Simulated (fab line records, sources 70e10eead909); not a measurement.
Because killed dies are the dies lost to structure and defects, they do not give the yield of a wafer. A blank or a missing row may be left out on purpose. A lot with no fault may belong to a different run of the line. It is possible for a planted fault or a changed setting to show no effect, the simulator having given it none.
Matching of chambers || flow nand harc || NHARC_P_CONTACT_CMP_01 on cmp-01: 4 sister chambers
The step polishes SiO2, target thk 200 nm. 17 wafers are shown with their chamber, then 8 later ones without.

== WAFERS PAIRED WITH THEIR CHAMBERS ==
{"wafer": "L074.2", "chamber": 2, "motor current A (A)": 8.4, "pad life wafers": 114}
{"wafer": "L074.3", "chamber": 1, "motor current A (A)": 10.3, "pad life wafers": 117}
{"wafer": "L078.1", "chamber": 0, "motor current A (A)": 11.5, "pad life wafers": 253}
{"wafer": "L078.2", "chamber": 3, "motor current A (A)": 12.5, "pad life wafers": 252}
{"wafer": "L078.3", "chamber": 1, "motor current A (A)": 9.8, "pad life wafers": 254}
{"wafer": "L081.2", "chamber": 0, "motor current A (A)": 10.9, "pad life wafers": 354}
{"wafer": "L081.3", "chamber": 3, "motor current A (A)": 12.9, "pad life wafers": 357}
{"wafer": "L081.1", "chamber": 1, "motor current A (A)": 9.3, "pad life wafers": 355}
{"wafer": "L081.4", "chamber": 2, "motor current A (A)": 8.5, "pad life wafers": 356}
{"wafer": "L085.2", "chamber": 2, "motor current A (A)": 8.7, "pad life wafers": 123}
{"wafer": "L085.3", "chamber": 1, "motor current A (A)": 10.2, "pad life wafers": 122}
{"wafer": "L085.4", "chamber": 3, "motor current A (A)": 12.5, "pad life wafers": 120}
{"wafer": "L086.3", "chamber": 3, "motor current A (A)": 12.4, "pad life wafers": 157}
{"wafer": "L086.4", "chamber": 1, "motor current A (A)": 10.1, "pad life wafers": 159}
{"wafer": "L087.3", "chamber": 2, "motor current A (A)": 8.5, "pad life wafers": 183}
{"wafer": "L087.4", "chamber": 1, "motor current A (A)": 10.1, "pad life wafers": 182}
{"wafer": "L088.3", "chamber": 0, "motor current A (A)": 10.6, "pad life wafers": 230}

SIGNATURES, as means of the wafers listed above
{"reading": "motor current A", "chamber 0": 11.000, "chamber 1": 9.967, "chamber 2": 8.525, "chamber 3": 12.575, "scatter within a chamber": 0.315}
{"reading": "pad life wafers", "chamber 0": 279.00, "chamber 1": 198.17, "chamber 2": 194.00, "chamber 3": 221.50, "scatter within a chamber": 96.9}
Rule: for a wafer and a chamber, the distance is found by dividing, reading by reading, the gap between the wafer's reading and the chamber's mean by the reading's scatter, squaring, summing and taking the root. If the next closest chamber is less than 2 further off than the closest, the wafer can't be placed; otherwise it belongs to the closest. The scatter is the square root of a quotient: the sum, over the shown wafers, of each reading's squared deviation from its chamber's mean, divided by wafers minus chambers.

== WAFERS WITHOUT THEIR CHAMBER ==
{"wafer": "L088.4", "motor current A (A)": 12.8, "pad life wafers": 229}
{"wafer": "L090.2", "motor current A (A)": 12.5, "pad life wafers": 343}
{"wafer": "L090.3", "motor current A (A)": 10.3, "pad life wafers": 345}
{"wafer": "L093.4", "motor current A (A)": 9.1, "pad life wafers": 80}
{"wafer": "L096.2", "motor current A (A)": 11.5, "pad life wafers": 230}
{"wafer": "L096.3", "motor current A (A)": 10.6, "pad life wafers": 231}
{"wafer": "L097.1", "motor current A (A)": 12.3, "pad life wafers": 246}
{"wafer": "L097.2", "motor current A (A)": 8.7, "pad life wafers": 249}

== THE CHAMBER EACH PASSED THROUGH ==
{"wafer": "L088.4", "from the rows above": 3, "in truth": 3}
{"wafer": "L090.2", "from the rows above": 3, "in truth": 3}
{"wafer": "L090.3", "from the rows above": "can't be placed: 1 or 0", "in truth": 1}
{"wafer": "L093.4", "from the rows above": "can't be placed: 2 or 1", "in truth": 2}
{"wafer": "L096.2", "from the rows above": "can't be placed: 0 or 3", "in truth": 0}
{"wafer": "L096.3", "from the rows above": "can't be placed: 0 or 1", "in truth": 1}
{"wafer": "L097.1", "from the rows above": 3, "in truth": 3}
{"wafer": "L097.2", "from the rows above": 2, "in truth": 2}
Placed correctly: 4 of 8. Cannot be placed on the basis of these rows: 4; the candidates contain the true chamber in 4. Placed wrongly: 0.
